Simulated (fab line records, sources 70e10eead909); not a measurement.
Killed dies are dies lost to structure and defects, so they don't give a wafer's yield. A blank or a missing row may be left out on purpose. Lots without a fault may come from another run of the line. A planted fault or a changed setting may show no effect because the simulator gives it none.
Chamber matching | flow nand_harc | NHARC_P_GATE_DESCUM_31 on rie_diel-08: 4 sister chambers
The step chemistry O2, time 3 s. 18 wafers are shown with their chamber, then 9 later ones without.

WAFERS WITH THEIR CHAMBER
wafer  | chamber | showerhead_plenum_p_Torr (Torr) | drypump_motor_current_A (A) | rf_vpp_V (V)
L077.3 | 0       | 1.81                            | 5.8                         | 56.8
L077.5 | 1       | 1.81                            | 6.5                         | 59.1
L077.6 | 0       | 1.81                            | 5.9                         | 57.8
L080.2 | 2       | 1.79                            | 6.0                         | 56.9
L080.4 | 3       | 1.90                            | 6.0                         | 57.7
L080.5 | 2       | 1.79                            | 6.0                         | 57.8
L083.1 | 0       | 1.81                            | 5.8                         | 57.5
L083.3 | 3       | 1.90                            | 6.0                         | 58.3
L083.5 | 1       | 1.81                            | 6.5                         | 58.4
L086.1 | 0       | 1.81                            | 5.9                         | 58.1
L086.5 | 0       | 1.81                            | 5.8                         | 57.3
L086.6 | 3       | 1.90                            | 6.0                         | 58.0
L093.3 | 2       | 1.78                            | 6.0                         | 58.6
L093.4 | 0       | 1.80                            | 5.9                         | 57.3
L093.6 | 2       | 1.78                            | 6.1                         | 57.6
L092.1 | 0       | 1.80                            | 5.8                         | 54.7
L092.2 | 3       | 1.89                            | 6.0                         | 58.4
L092.6 | 0       | 1.80                            | 5.9                         | 56.4

SIGNATURES (means of the wafers above)
reading                  | chamber 0 | chamber 1 | chamber 2 | chamber 3 | scatter within a chamber
showerhead_plenum_p_Torr | 1.8063    | 1.8100    | 1.7850    | 1.8975    | 0.00509
drypump_motor_current_A  | 5.850     | 6.500     | 6.025     | 6.000     | 0.0443
rf_vpp_V                 | 56.987    | 58.750    | 57.725    | 58.100    | 0.844
Rule: a wafer's distance from a chamber is the root of the sum, over the readings, of the square of ((its reading less the chamber's mean) divided by the reading's scatter). The wafer belongs to the nearest chamber; if the next one is less than 2 further off, it can't be placed. The scatter: the root of (the sum of the squares of (reading less its chamber's mean) over the shown wafers, divided by (wafers less chambers)).

WAFERS WITHOUT THEIR CHAMBER
wafer  | showerhead_plenum_p_Torr (Torr) | drypump_motor_current_A (A) | rf_vpp_V (V)
L094.1 | 1.80                            | 6.5                         | 57.2
L094.3 | 1.80                            | 5.8                         | 56.7
L094.6 | 1.80                            | 5.8                         | 57.9
L097.1 | 1.89                            | 6.0                         | 57.7
L097.2 | 1.77                            | 6.0                         | 57.4
L097.3 | 1.80                            | 6.5                         | 57.8
L097.4 | 1.80                            | 5.8                         | 57.5
L097.5 | 1.80                            | 5.9                         | 58.3
L097.6 | 1.89                            | 6.0                         | 58.3

WHICH CHAMBER EACH WENT THROUGH
wafer  | from the rows above     | in truth
L094.1 | 1                       | 1
L094.3 | 0                       | 0
L094.6 | 0                       | 0
L097.1 | 3                       | 3
L097.2 | 2                       | 2
L097.3 | 1                       | 1
L097.4 | 0                       | 0
L097.5 | can't be placed: 0 or 2 | 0
L097.6 | 3                       | 3
Placed correctly: 8 of 9. Can't be placed from these rows: 1 (the true chamber is among the candidates in 1). Placed wrongly: 0.
